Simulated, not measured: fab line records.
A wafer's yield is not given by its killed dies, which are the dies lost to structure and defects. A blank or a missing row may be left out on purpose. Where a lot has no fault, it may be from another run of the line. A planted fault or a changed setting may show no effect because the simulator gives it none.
fab line records -- flow n5-finfet -- part 1 of 2: steps 1 to 15 of 25
record lots=5, wafers=15, last-day=17
route steps=1938 shown BEOL_M8@1369
lots that met no fault: taken from a fault-free run of the same line
start-h: start of the lot's first displayed wafer, in hours after the record's first day -- wait-h: how many hours have passed since the lot's step before this one -- " repeats the value in the row above -- L1.1+2: a row that stands for several wafers -- - either no value or no given start -- * or withheld: withheld -- < > ~ a bound
route shown NAME@n: NAME is a module with steps in the file, n the number in the route of the first one -- usual: mean/standard deviation of fault-free wafers -- same: alike in all rows -- chamber/n: place in a boat -- sites: readings site by site -- _std_site: the standard deviation of these -- _edge_site: outer sites' mean less inner sites' -- radius-mm: for every site, how far away it sits from the centre of the wafer -- mask NAME#n: copy n -- behind: tool/chamber where the wafer was last shaped -- hold: why the lot went on hold/how many hours it stayed there/how the hold came to an end -- device: whichever transistor did not switch (one of n, p or np) -- end of line: the same wafers' tests at the end of the route -- step lacking rows: just its recipe -- killed: dies that structure and defects cost at the first sort, which is not the same as the wafer's yield -- map: per-die view of a wafer (x killed, . not killed, _ where there is no die)
set.NAME: the setting as run; set.NAME@STEP: as run at that earlier step -- model.NAME: the simulator's own value behind a step, which no gauge read
lots at selected steps of the route; one table per step, one row per wafer
services: from which hour (start-h, from the record's first day; less than 0 if before it) a tool's chamber was out of use, for how many hours, and why
## steps
# step N5_BEOL_M8_ETCH_72
# recipe chemistry=N2/H2, target=underlayer, target-depth-a=65, mask-material=CAR-EUV, time-s=5.2, ion-energy-ev=200, pressure-mtorr=30, source-w=840, bias-w=150, n2-flow-sccm=200, h2-flow-sccm=200, ends=cleared
# usual drypump-motor-current-A=5.7/0.34, etch-rf-on-time-s=5.19/0.19, n2-flow-sccm=200.0/0.6, oes-product-au=0.68/0.065, rf-vpp-V=524.8/2.4, showerhead-plenum-p-Torr=2.58/0.078, throttle-valve-pct=17.91/0.27
lot.wafer,tool,chamber,start-h,wait-h,drypump-motor-current-A,etch-rf-on-time-s,n2-flow-sccm,oes-product-au,rf-hours-counter-h,rf-vpp-V,showerhead-plenum-p-Torr,throttle-valve-pct
L079.1,rie-diel-06,0,234.77,0.0,5.6,5.35,200.4,0.67,72,520.1,2.50,17.74
L079.3,rie-diel-06,2,234.77,0.0,5.6,4.81,199.8,0.70,108,525.2,2.54,17.90
L079.5,rie-diel-06,0,234.77,0.0,5.6,5.36,200.4,0.68,-,521.9,2.50,17.75
L090.1,rie-diel-06,1,298.45,0.0,6.0,4.81,199.5,0.81,23,525.1,2.59,17.61
L090.2,rie-diel-06,0,298.45,0.0,5.5,5.49,199.9,0.65,94,522.9,2.49,17.79
L090.4,rie-diel-06,3,298.45,0.0,6.0,5.25,200.2,0.66,143,523.5,2.54,17.71
L089.1,rie-diel-01,0,298.47,0.0,5.1,4.99,199.9,0.70,77,522.5,2.61,18.03
L089.3,rie-diel-01,2,298.47,0.0,5.9,5.32,200.3,0.75,31,526.2,2.71,18.02
L089.5,rie-diel-01,2,298.47,0.0,5.9,5.32,200.1,0.75,-,530.3,2.71,18.02
L093.1,rie-diel-01,2,323.63,0.0,5.8,5.44,200.2,0.73,40,529.3,2.70,18.03
L093.3,rie-diel-01,1,323.63,0.0,5.6,5.30,200.8,0.58,249,526.3,2.62,18.47
L093.6,rie-diel-01,1,323.63,0.0,5.6,5.31,199.0,0.59,-,525.6,2.62,18.47
L096.4,rie-diel-04,3,342.52,0.0,6.1,5.17,200.7,0.62,-,520.8,2.42,17.65
L096.5,rie-diel-04,0,342.52,0.0,6.2,4.95,200.1,0.70,-,525.1,2.57,17.78
L096.6,rie-diel-04,1,342.52,0.0,5.4,5.15,199.9,0.79,-,524.2,2.49,17.28
# step N5_BEOL_M8_ETCH_65
# recipe chemistry=CF4, target=SiARC, target-depth-a=156, mask-material=CAR-EUV, time-s=26, ion-energy-ev=80, pressure-mtorr=40, source-w=545, bias-w=36, Ar_flow_sccm=100, cf4-flow-sccm=100, ends=cleared
# usual drypump-motor-current-A=5.6/0.34, etch-rf-on-time-s=26.0/0.93, oes-product-au=0.68/0.066, rf-vpp-V=184.4/1.1, showerhead-plenum-p-Torr=2.17/0.061, throttle-valve-pct=15.62/0.22
lot.wafer,tool,chamber,start-h,wait-h,drypump-motor-current-A,etch-rf-on-time-s,oes-product-au,rf-hours-counter-h,rf-vpp-V,showerhead-plenum-p-Torr,throttle-valve-pct
L079.1,rie-diel-06,0,234.78,0.0,5.6,27.2,0.68,72,183.3,2.08,15.23
L079.3,rie-diel-06,2,234.78,0.0,5.7,24.4,0.70,108,183.4,2.17,15.86
L079.5,rie-diel-06,0,234.78,0.0,5.6,27.1,0.68,-,182.6,2.08,15.22
L090.1,rie-diel-06,1,298.47,0.0,5.9,24.3,0.81,23,184.8,2.20,15.50
L090.2,rie-diel-06,0,298.47,0.0,5.6,27.5,0.65,94,183.9,2.08,15.28
L090.4,rie-diel-06,3,298.47,0.0,6.0,25.7,0.67,143,184.7,2.14,15.50
L089.1,rie-diel-01,0,298.48,0.0,5.1,24.8,0.71,77,185.6,2.17,15.56
L089.3,rie-diel-01,2,298.48,0.0,5.8,26.9,0.75,31,185.6,2.28,15.79
L089.5,rie-diel-01,2,298.48,0.0,5.8,26.9,0.75,-,186.3,2.29,15.77
L093.1,rie-diel-01,2,323.65,0.0,5.9,26.6,0.74,40,185.2,2.28,15.79
L093.3,rie-diel-01,1,323.65,0.0,5.6,26.2,0.59,249,185.4,2.19,16.05
L093.6,rie-diel-01,1,323.65,0.0,5.5,26.1,0.59,-,184.4,2.19,16.06
L096.4,rie-diel-04,3,342.54,0.0,6.2,26.9,0.62,-,183.3,2.05,15.48
L096.5,rie-diel-04,0,342.54,0.0,6.2,25.4,0.69,-,183.6,2.16,15.38
L096.6,rie-diel-04,1,342.54,0.0,5.4,26.5,0.79,-,182.8,2.11,15.21
# step N5_BEOL_M8_ETCH_66
# recipe chemistry=N2/H2, target=SOC, target-depth-a=800, overetch-a=160, mask-material=SiARC, temp-c=40, time-s=120, ion-energy-ev=200, pressure-mtorr=30, source-w=840, bias-w=150, n2-flow-sccm=200, h2-flow-sccm=200
# usual drypump-motor-current-A=5.7/0.33, n2-flow-sccm=200.0/0.6, oes-product-au=0.61/0.058, rf-vpp-V=524.8/2, showerhead-plenum-p-Torr=2.58/0.078, temp-c=39.99/0.1, throttle-valve-pct=17.87/0.27
lot.wafer,tool,chamber,start-h,wait-h,drypump-motor-current-A,n2-flow-sccm,oes-product-au,rf-hours-counter-h,rf-vpp-V,showerhead-plenum-p-Torr,temp-c,throttle-valve-pct
L079.1,rie-diel-06,0,234.81,0.0,5.6,200.0,0.62,72,522.4,2.50,40.14,17.72
L079.3,rie-diel-06,2,234.81,0.0,5.7,200.7,0.61,108,523.3,2.54,39.94,17.85
L079.5,rie-diel-06,0,234.81,0.0,5.6,199.8,0.62,-,521.5,2.50,40.12,17.71
L090.1,rie-diel-06,1,298.50,0.0,5.9,200.0,0.69,23,524.0,2.59,39.86,17.57
L090.2,rie-diel-06,0,298.50,0.0,5.6,199.7,0.60,94,521.7,2.49,39.80,17.76
L090.4,rie-diel-06,3,298.50,0.0,6.0,200.5,0.60,143,525.4,2.54,40.05,17.67
L089.1,rie-diel-01,0,298.51,0.0,5.1,199.2,0.61,77,523.7,2.61,39.94,17.96
L089.3,rie-diel-01,2,298.51,0.0,5.9,199.6,0.68,31,528.6,2.71,40.11,17.98
L089.5,rie-diel-01,2,298.51,0.0,5.9,199.0,0.67,-,527.6,2.71,40.03,17.98
L093.1,rie-diel-01,2,323.68,0.0,5.9,200.2,0.67,40,528.1,2.70,39.93,18.00
L093.3,rie-diel-01,1,323.68,0.0,5.6,199.8,0.53,249,526.4,2.62,39.73,18.45
L093.6,rie-diel-01,1,323.68,0.0,5.6,200.1,0.54,-,525.9,2.62,39.94,18.45
L096.4,rie-diel-04,3,342.60,0.0,6.1,200.9,0.56,-,520.8,2.42,39.90,17.63
L096.5,rie-diel-04,0,342.60,0.0,6.2,199.3,0.61,-,524.4,2.58,40.09,17.72
L096.6,rie-diel-04,1,342.60,0.0,5.5,200.1,0.71,-,524.0,2.49,40.12,17.27
# step N5_BEOL_M8_STRIP_69
# recipe chemistry=N2/H2, temp-c=40, n2-flow-sccm=200, h2-flow-sccm=200, rf-frequency-hz=6e+07
lot.wafer,tool,chamber,start-h,wait-h
L079.1+3+5,rie-diel-06,"0,2,0",234.89,0.0
L090.1+2+4,rie-diel-06,"1,0,3",298.58,0.0
L089.1+3+5,rie-diel-01,"0,2,2",298.59,0.0
L093.1+3+6,rie-diel-01,"2,1,1",323.76,0.0
L096.4+5+6,rie-diel-04,"3,0,1",342.64,0.0
# step N5_BEOL_M8_STRIP_73
# recipe chemistry=N2/H2, temp-c=40, n2-flow-sccm=200, h2-flow-sccm=200, rf-frequency-hz=6e+07
lot.wafer,tool,chamber,start-h,wait-h
L079.1+3+5,rie-diel-06,"0,2,0",234.90,0.0
L090.1+2+4,rie-diel-06,"1,0,3",298.59,0.0
L089.1+3+5,rie-diel-01,"0,2,2",298.60,0.0
L093.1+3+6,rie-diel-01,"2,1,1",323.77,0.0
L096.4+5+6,rie-diel-04,"3,0,1",342.65,0.0
# step N5_BEOL_M8_VIA_ETCH_34
# recipe chemistry=C4F6/O2, target=SiCOH_lowk, target-depth-a=1255, mask-material=SOC, taper-deg=4, time-s=50.5, ion-energy-ev=250, pressure-mtorr=30, source-w=345, bias-w=185, Ar_flow_sccm=300, C4F6_flow_sccm=10, O2_flow_sccm=10
# usual drypump-motor-current-A=5.7/0.33, oes-product-au=0.80/0.076, rf-vpp-V=670/19, showerhead-plenum-p-Torr=2.88/0.08, throttle-valve-pct=20.90/0.24
lot.wafer,tool,chamber,start-h,wait-h,drypump-motor-current-A,oes-product-au,rf-hours-counter-h,rf-vpp-V,showerhead-plenum-p-Torr,throttle-valve-pct
L079.1,rie-diel-06,0,234.91,0.0,5.5,0.81,72,711,2.77,20.50
L079.3,rie-diel-06,2,234.91,0.0,5.7,0.82,108,672,2.89,21.21
L079.5,rie-diel-06,0,234.91,0.0,5.5,0.81,-,709,2.77,20.49
L090.1,rie-diel-06,1,298.60,0.0,6.0,0.93,23,657,2.93,20.92
L090.2,rie-diel-06,0,298.60,0.0,5.6,0.76,95,709,2.76,20.51
L090.4,rie-diel-06,3,298.60,0.0,6.1,0.77,143,637,2.85,20.78
L089.1,rie-diel-01,0,298.61,0.0,5.1,0.81,77,643,2.86,20.68
L089.3,rie-diel-01,2,298.61,0.0,5.8,0.87,31,669,3.06,21.31
L089.5,rie-diel-01,2,298.61,0.0,5.8,0.87,-,668,3.06,21.32
L093.1,rie-diel-01,2,323.78,0.0,5.9,0.87,40,667,3.05,21.33
L093.3,rie-diel-01,1,323.78,0.0,5.6,0.70,250,683,2.89,21.19
L093.6,rie-diel-01,1,323.78,0.0,5.6,0.70,-,681,2.89,21.19
L096.4,rie-diel-04,3,342.68,0.0,6.2,0.74,-,670,2.77,20.98
L096.5,rie-diel-04,0,342.68,0.0,6.2,0.81,-,691,2.86,20.62
L096.6,rie-diel-04,1,342.68,0.0,5.4,0.92,-,685,2.80,20.55
# step N5_BEOL_M8_STRIP_76
# recipe chemistry=C4F6/O2, resist=SiARC, rf-frequency-hz=6e+07
lot.wafer,tool,chamber,start-h,wait-h
L079.1+3+5,rie-diel-06,"0,2,0",234.95,0.0
L090.1+2+4,rie-diel-06,"1,0,3",298.64,0.0
L089.1+3+5,rie-diel-01,"0,2,2",298.65,0.0
L093.1+3+6,rie-diel-01,"2,1,1",323.82,0.0
L096.4+5+6,rie-diel-04,"3,0,1",342.70,0.0
# step N5_BEOL_M8_STRIP_36
# recipe chemistry=N2/H2, power-w=450, temp-c=40, pressure-mtorr=20, rf-frequency-hz=6e+07, overash-fraction=0.3, bias-power-w=7, h2-frac=0.5, n2-flow-sccm=200, h2-flow-sccm=200
# usual drypump-motor-current-A=5.7/0.33, n2-flow-sccm=199.9/0.68, oes-product-au=0.80/0.076, power-w=449.9/1.3, rf-vpp-V=59.4/1.4, showerhead-plenum-p-Torr=2.58/0.078, temp-c=40.01/0.099, throttle-valve-pct=23.7/0.35
lot.wafer,tool,chamber,start-h,wait-h,drypump-motor-current-A,n2-flow-sccm,oes-product-au,power-w,rf-hours-counter-h,rf-vpp-V,showerhead-plenum-p-Torr,temp-c,throttle-valve-pct
L079.1,rie-diel-06,0,234.96,0.0,5.6,199.6,0.82,448.0,72,59.2,2.50,39.89,23.7
L079.3,rie-diel-06,2,234.96,0.0,5.7,200.1,0.80,446.3,108,58.2,2.54,39.91,23.6
L079.5,rie-diel-06,0,234.96,0.0,5.6,200.5,0.81,447.3,-,58.2,2.50,39.91,23.7
L090.1,rie-diel-06,1,298.65,0.0,5.9,198.6,0.92,450.8,23,58.0,2.58,39.96,23.4
L090.2,rie-diel-06,0,298.65,0.0,5.6,199.8,0.79,450.5,95,57.7,2.49,40.23,23.7
L090.4,rie-diel-06,3,298.65,0.0,6.0,200.3,0.79,448.6,143,59.1,2.54,39.95,23.4
L089.1,rie-diel-01,0,298.66,0.0,5.1,200.1,0.80,450.0,77,61.6,2.61,40.04,23.8
L089.3,rie-diel-01,2,298.66,0.0,5.9,200.8,0.89,449.5,31,58.1,2.71,40.06,23.9
L089.5,rie-diel-01,2,298.66,0.0,5.9,200.6,0.89,450.7,-,61.3,2.70,40.06,23.9
L093.1,rie-diel-01,2,323.83,0.0,5.8,200.9,0.88,450.3,40,58.8,2.70,40.11,23.9
L093.3,rie-diel-01,1,323.83,0.0,5.6,200.8,0.70,450.9,250,60.2,2.62,40.17,24.4
L093.6,rie-diel-01,1,323.83,0.0,5.6,201.2,0.71,450.9,-,58.9,2.62,40.08,24.4
L096.4,rie-diel-04,3,342.73,0.0,6.2,199.3,0.74,451.0,-,55.6,2.42,39.97,23.3
L096.5,rie-diel-04,0,342.73,0.0,6.2,199.1,0.81,453.9,-,64.1,2.57,40.09,23.7
L096.6,rie-diel-04,1,342.73,0.0,5.4,199.3,0.91,450.5,-,59.6,2.48,40.04,23.0
# step N5_BEOL_M8_TRENCH_ETCH_37
# recipe chemistry=C4F6/O2, target-depth-a=934.78, target=SiCOH_lowk, time-s=31.2, ion-energy-ev=250, pressure-mtorr=30, source-w=345, bias-w=185, Ar_flow_sccm=300, C4F6_flow_sccm=10, O2_flow_sccm=10
# usual drypump-motor-current-A=5.7/0.34, oes-product-au=0.79/0.075, rf-vpp-V=670/19, showerhead-plenum-p-Torr=2.88/0.08, throttle-valve-pct=20.93/0.24
lot.wafer,tool,chamber,start-h,wait-h,drypump-motor-current-A,oes-product-au,rf-hours-counter-h,rf-vpp-V,showerhead-plenum-p-Torr,throttle-valve-pct
L079.1,rie-diel-06,0,-,-,5.6,0.80,72,711,2.77,20.52
L079.3,rie-diel-06,2,-,-,5.7,0.82,108,671,2.89,21.24
L079.5,rie-diel-06,0,-,-,5.6,0.81,-,709,2.77,20.51
L090.1,rie-diel-06,1,-,-,6.0,0.93,23,656,2.93,20.98
L090.2,rie-diel-06,0,-,-,5.6,0.77,95,709,2.76,20.52
L090.4,rie-diel-06,3,-,-,6.0,0.78,143,638,2.85,20.81
L089.1,rie-diel-01,0,-,-,5.1,0.81,77,644,2.86,20.73
L089.3,rie-diel-01,2,-,-,5.8,0.87,31,668,3.06,21.33
L089.5,rie-diel-01,2,-,-,5.8,0.88,-,667,3.06,21.34
L093.1,rie-diel-01,2,-,-,5.9,0.86,40,667,3.05,21.36
L093.3,rie-diel-01,1,-,-,5.6,0.70,250,683,2.89,21.24
L093.6,rie-diel-01,1,-,-,5.6,0.70,-,683,2.89,21.21
L096.4,rie-diel-04,3,-,-,6.2,0.73,-,670,2.77,21.01
L096.5,rie-diel-04,0,-,-,6.2,0.80,-,691,2.86,20.64
L096.6,rie-diel-04,1,-,-,5.4,0.92,-,684,2.80,20.56
# step N5_BEOL_M8_ETCH_41
# recipe chemistry=CH3F/O2, target=SiCN, target-depth-a=319, taper-deg=2, time-s=57.8, ion-energy-ev=120, mask-material=TiN, pressure-mtorr=30, source-w=395, bias-w=75, Ar_flow_sccm=150, CH3F_flow_sccm=30, O2_flow_sccm=20
# usual drypump-motor-current-A=5.6/0.34, oes-product-au=0.80/0.076, rf-vpp-V=297.8/1.5, showerhead-plenum-p-Torr=2.02/0.058, throttle-valve-pct=16.32/0.21
lot.wafer,tool,chamber,start-h,wait-h,drypump-motor-current-A,oes-product-au,rf-hours-counter-h,rf-vpp-V,showerhead-plenum-p-Torr,throttle-valve-pct
L079.1,rie-diel-06,0,-,-,5.5,0.81,72,296.7,1.94,15.90
L079.3,rie-diel-06,2,-,-,5.7,0.81,108,298.2,2.02,16.56
L079.5,rie-diel-06,0,-,-,5.5,0.81,-,295.8,1.94,15.90
L090.1,rie-diel-06,1,-,-,5.9,0.94,23,298.4,2.06,16.25
L090.2,rie-diel-06,0,-,-,5.6,0.78,95,295.8,1.93,15.96
L090.4,rie-diel-06,3,-,-,6.0,0.78,143,298.5,2.00,16.24
L089.1,rie-diel-01,0,-,-,5.1,0.81,77,298.3,2.01,16.19
L089.3,rie-diel-01,2,-,-,5.8,0.88,31,299.6,2.15,16.60
L089.5,rie-diel-01,2,-,-,5.8,0.88,-,300.4,2.15,16.59
L093.1,rie-diel-01,2,-,-,5.9,0.87,40,299.6,2.15,16.61
L093.3,rie-diel-01,1,-,-,5.6,0.69,250,298.0,2.03,16.67
L093.6,rie-diel-01,1,-,-,5.6,0.69,-,300.0,2.03,16.68
L096.4,rie-diel-04,3,-,-,6.1,0.73,-,295.4,1.94,16.35
L096.5,rie-diel-04,0,-,-,6.2,0.81,-,298.3,2.01,16.05
L096.6,rie-diel-04,1,-,-,5.4,0.93,-,296.1,1.97,15.93
# step N5_BEOL_M8_STRIP_80
# recipe chemistry=N2/H2, time-s=10, power-w=450, temp-c=40, pressure-mtorr=20, rf-frequency-hz=6e+07, bias-power-w=7, n2-flow-sccm=200, h2-flow-sccm=200
# usual drypump-motor-current-A=5.7/0.34, n2-flow-sccm=200.0/0.64, oes-product-au=0.80/0.077, rf-vpp-V=59.2/0.9, showerhead-plenum-p-Torr=2.58/0.078, temp-c=40.00/0.11, throttle-valve-pct=23.7/0.35
lot.wafer,tool,chamber,start-h,wait-h,drypump-motor-current-A,n2-flow-sccm,oes-product-au,rf-hours-counter-h,rf-vpp-V,showerhead-plenum-p-Torr,temp-c,throttle-valve-pct
L079.1,rie-diel-06,0,-,-,5.5,200.5,0.81,72,59.8,2.49,40.04,23.7
L079.3,rie-diel-06,2,-,-,5.7,200.3,0.81,108,59.7,2.54,39.92,23.7
L079.5,rie-diel-06,0,-,-,5.5,200.1,0.81,-,57.6,2.50,39.96,23.7
L090.1,rie-diel-06,1,-,-,6.0,200.5,0.92,23,59.7,2.58,40.08,23.4
L090.2,rie-diel-06,0,-,-,5.6,200.0,0.77,95,58.0,2.49,40.09,23.7
L090.4,rie-diel-06,3,-,-,6.1,200.0,0.78,144,58.9,2.54,39.89,23.4
L089.1,rie-diel-01,0,-,-,5.1,200.5,0.80,77,59.2,2.61,40.00,23.9
L089.3,rie-diel-01,2,-,-,5.9,199.7,0.89,31,60.3,2.70,39.95,23.9
L089.5,rie-diel-01,2,-,-,5.9,199.4,0.88,-,59.9,2.70,40.02,23.9
L093.1,rie-diel-01,2,-,-,5.8,200.3,0.88,40,57.6,2.70,39.88,23.9
L093.3,rie-diel-01,1,-,-,5.6,200.8,0.71,250,58.9,2.62,40.03,24.4
L093.6,rie-diel-01,1,-,-,5.6,200.8,0.70,-,58.3,2.62,40.08,24.4
L096.4,rie-diel-04,3,-,-,6.2,200.2,0.73,-,58.0,2.42,40.30,23.3
L096.5,rie-diel-04,0,-,-,6.2,200.7,0.80,-,57.6,2.57,40.08,23.7
L096.6,rie-diel-04,1,-,-,5.4,201.2,0.92,-,56.9,2.48,39.91,23.0
# step N5_BEOL_M8_OCD_MEAS_38
# usual trench-depth-nm=93.1/2.1
lot.wafer,tool,chamber,start-h,wait-h,trench-depth-nm
L079.1,ocd-02,-,235.16,-,92.6
L079.3,ocd-02,-,235.16,-,96.5
L079.5,ocd-02,-,235.16,-,92.8
L090.1,ocd-02,-,298.85,-,98.1
L090.2,ocd-02,-,298.85,-,90.3
L090.4,ocd-02,-,298.85,-,92.6
L089.1,ocd-01,-,298.86,-,94.3
L089.3,ocd-01,-,298.86,-,90.5
L089.5,ocd-01,-,298.86,-,90.1
L093.1,ocd-02,-,324.03,-,90.9
L093.3,ocd-02,-,324.03,-,93.2
L093.6,ocd-02,-,324.03,-,94.0
L096.4,ocd-01,-,342.91,-,90.8
L096.5,ocd-01,-,342.91,-,95.6
L096.6,ocd-01,-,342.91,-,93.5
# step N5_BEOL_M8_HM_STRIP_39
# recipe chemistry=peroxide-tin-strip, material=TiN, target-depth-a=250, temp-c=50, time-s=158
# usual bath-heat-duty-pct=7.1/0.71, temp-c=49.99/0.11
lot.wafer,tool,chamber,start-h,wait-h,bath-heat-duty-pct,temp-c
L079.1,wet-bench-06,7,235.19,0.0,6.4,49.90
L079.3,wet-bench-06,0,235.19,0.0,6.8,49.88
L079.5,wet-bench-06,3,235.19,0.0,6.7,49.82
L090.1,wet-bench-03,5,298.88,0.0,7.7,49.97
L090.2,wet-bench-03,0,298.88,0.0,7.3,50.13
L090.4,wet-bench-03,6,298.88,0.0,6.8,49.95
L089.1,wet-bench-06,5,298.89,0.0,7.2,50.08
L089.3,wet-bench-06,4,298.89,0.0,8.0,50.12
L089.5,wet-bench-06,1,298.89,0.0,6.9,50.13
L093.1,wet-bench-03,5,324.07,0.0,7.9,49.91
L093.3,wet-bench-03,1,324.07,0.0,6.4,50.13
L093.6,wet-bench-03,0,324.07,0.0,7.5,49.96
L096.4,wet-bench-03,1,342.94,0.0,6.5,49.87
L096.5,wet-bench-03,0,342.94,0.0,7.6,50.26
L096.6,wet-bench-03,5,342.94,0.0,7.2,50.15
# step N5_BEOL_M8_SRD_40
# recipe time-s=30, temp-c=23, rinse-liquid=diw, dry=ipa-marangoni
# usual bath-heat-duty-pct=3.6/0.46, temp-c=23.01/0.1
lot.wafer,tool,chamber,start-h,wait-h,bath-heat-duty-pct,temp-c
L079.1,wet-bench-06,7,235.24,0.0,3.8,23.15
L079.3,wet-bench-06,0,235.24,0.0,3.2,23.09
L079.5,wet-bench-06,3,235.24,0.0,3.2,22.97
L090.1,wet-bench-03,5,298.93,0.0,3.9,22.94
L090.2,wet-bench-03,0,298.93,0.0,3.5,22.84
L090.4,wet-bench-03,6,298.93,0.0,3.7,23.01
L089.1,wet-bench-06,5,298.94,0.0,4.3,22.92
L089.3,wet-bench-06,4,298.94,0.0,3.9,23.00
L089.5,wet-bench-06,1,298.94,0.0,3.4,22.83
L093.1,wet-bench-03,5,324.11,0.0,4.5,22.96
L093.3,wet-bench-03,1,324.11,0.0,3.4,23.11
L093.6,wet-bench-03,0,324.11,0.0,3.4,23.04
L096.4,wet-bench-03,1,342.99,0.0,3.3,23.10
L096.5,wet-bench-03,0,342.99,0.0,3.6,22.96
L096.6,wet-bench-03,5,342.99,0.0,3.8,23.00
# step N5_BEOL_M8_PRECLEAN_42
# recipe chemistry=residue-remover, time-s=60, temp-c=40
# usual bath-heat-duty-pct=4.5/0.52, temp-c=40.00/0.12
lot.wafer,tool,chamber,start-h,wait-h,bath-heat-duty-pct,temp-c
L079.1,wet-bench-06,7,235.26,0.0,4.2,40.11
L079.3,wet-bench-06,0,235.26,0.0,4.1,39.72
L079.5,wet-bench-06,3,235.26,0.0,4.6,40.15
L090.1,wet-bench-03,5,298.95,0.0,4.6,39.93
L090.2,wet-bench-03,0,298.95,0.0,5.4,39.98
L090.4,wet-bench-03,6,298.95,0.0,4.6,40.07
L089.1,wet-bench-06,5,298.96,0.0,4.7,40.19
L089.3,wet-bench-06,4,298.96,0.0,4.8,39.75
L089.5,wet-bench-06,1,298.96,0.0,4.2,39.94
L093.1,wet-bench-03,5,324.13,0.0,5.0,40.13
L093.3,wet-bench-03,1,324.13,0.0,4.3,39.83
L093.6,wet-bench-03,0,324.13,0.0,4.7,39.91
L096.4,wet-bench-03,1,343.01,0.0,3.2,40.16
L096.5,wet-bench-03,0,343.01,0.0,4.8,40.10
L096.6,wet-bench-03,5,343.01,0.0,4.4,40.20
